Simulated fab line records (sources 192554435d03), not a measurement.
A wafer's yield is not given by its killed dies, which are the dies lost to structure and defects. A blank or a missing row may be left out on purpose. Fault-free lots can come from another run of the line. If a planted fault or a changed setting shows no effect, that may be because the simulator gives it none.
Struck lot and sound lot, side by side -- flow n5Finfet -- 18 out of 1938 route steps
Sound: these wafers, L616.2, L616.4, L616.6. Wafers L621.1, L621.3, L621.6 were the ones struck. The cause is given at the end.
Each step with rows lists, per side, the tool, then ch with its chambers, then its first start. Under that, the readings that differ: sound wafers -- struck wafers -- difference of the means -- sigmas: that difference in standard deviations of wafers without a fault.
alike: words and numbers the same on both sides, and readings whose means are apart by under 2 such deviations; not compared: readings that were withheld, readings missing a value for some wafer, numbers with overlapping values and no deviation given by the record, and bounds like >300 which may hide the same value.
Wherever a step has rows on one side only, a row that says differs or no value, or a row with sigmas, the two part there. When numbers do not overlap yet have no deviation, they are printed without sigmas and do not part them. A reading missing from all wafers of one side parts the sides only when that side holds two or more wafers.

N5_BEOL_M11_ETCH_61: etches SiARC in CF4, target depth 39 nm, time 65 s.
  sound on rieDiel-01 ch 0,1,2, day 10 12:18; struck on rieDiel-01 ch 0,1,3, day 11 21:50
  alike: biasW, drypumpMotorCurrentA, etchRfOnTimeS, oesProductAu, rfVppV, showerheadPlenumPTorr, throttleValvePct
  not compared: rfHoursCounterH
N5_BEOL_M11_ETCH_62: etches SOC in N2/H2, target depth 110 nm, overetch 22 nm, time 165 s.
  sound on rieDiel-01 ch 0,1,2, day 10 12:21; struck on rieDiel-01 ch 0,1,3, day 11 21:53
  alike: biasW, drypumpMotorCurrentA, oesProductAu, rfVppV, showerheadPlenumPTorr, throttleValvePct
  not compared: rfHoursCounterH
then, 1 step without rows for these wafers: N5_BEOL_M11_STRIP_68 (strips in N2/H2).
N5_BEOL_M11_STRIP_67: strips in CF4.
  sound on rieDiel-01 ch 0,1,2, day 10 12:29; struck on rieDiel-01 ch 0,1,3, day 11 22:02
  alike: drypumpMotorCurrentA, oesProductAu, rfVppV, showerheadPlenumPTorr, throttleValvePct
  not compared: rfHoursCounterH
N5_BEOL_M11_HM_OPEN_17: chemistry Cl2/BCl3, target TiN, target depth 20 nm, overetch 6 nm.
  sound on rieMetal-02 ch 0,1, day 10 12:32; struck on rieMetal-02 ch 1, day 11 22:04
  alike: bcl3FlowSccm, biasW, drypumpMotorCurrentA, oesProductAu, throttleValvePct
  not compared: rfHoursCounterH
N5_BEOL_M11_STRIP_19: strips in O2.
  sound on rieDiel-02 ch 0,3, day 10 12:38; struck on rieDiel-05 ch 1,3, day 11 22:11
  alike: drypumpMotorCurrentA, o2FlowSccm, oesProductAu, rfVppV, showerheadPlenumPTorr, throttleValvePct
  not compared: rfHoursCounterH
N5_BEOL_M11_CD_MEAS_18: pitch 140 nm, target cd 70 nm.
  sound: cdSem-03 at day 10 12:43; struck: cdSem-01 at day 11 22:16
  alike: cdNm
then, 5 steps without rows for these wafers: N5_BEOL_M11_COAT_63 (time 60 s, resist thk 100 nm); N5_BEOL_M11_COAT_64 (time 60 s, resist thk 30 nm); N5_BEOL_M11_COAT_22 (resist thk 90 nm); N5_BEOL_M11_EBR_24; N5_BEOL_M11_SOFTBAKE_23 (time 60 s).
N5_BEOL_M11_EXPOSE_25: exposes mask V10.
  sound on arfiScanner-01 ch 0, day 10 13:05; struck on arfiScanner-01 ch 0, day 11 22:49
reading,sound,struck,difference,sigmas
exposureDoseMJCm2,86.5 86.4 86.6,78.7 78.7 78.7,-7.8,-18
  alike: mask
then, 2 steps without rows for these wafers: N5_BEOL_M11_PEB_26 (peb time 60 s); N5_BEOL_M11_DEVELOP_27 (develop time 30 s).
N5_BEOL_M11_CD_MEAS_28 targets a cd of 70 nm.
  sound on cdSem-01 ch 0, day 10 13:13; struck on cdSem-03 ch 0, day 11 22:57
reading,sound,struck,difference,sigmas
cdNm (nm),68.5 70.5 70.6,63.5 63.4 62.9,-6.6,-5
N5_BEOL_M11_OVL_MEAS_29:
  sound on overlay-01 ch 0, day 10 13:14; struck on overlay-02 ch 0, day 11 22:59
  alike: V10_OVL
N5_PASSIVATION_PROBE_49:
  rows exist in the record for the struck wafers here (prober-01, day 13 15:19), but not for the sound ones

WHERE THEY PART
Earliest at N5_BEOL_M11_EXPOSE_25; latest, in this record, at N5_PASSIVATION_PROBE_49.

WHY: what the simulator had put in
Drift in process parameters on arfiScanner-01 at N5_BEOL_M11_EXPOSE_25, starting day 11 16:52. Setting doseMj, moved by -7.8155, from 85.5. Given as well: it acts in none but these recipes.
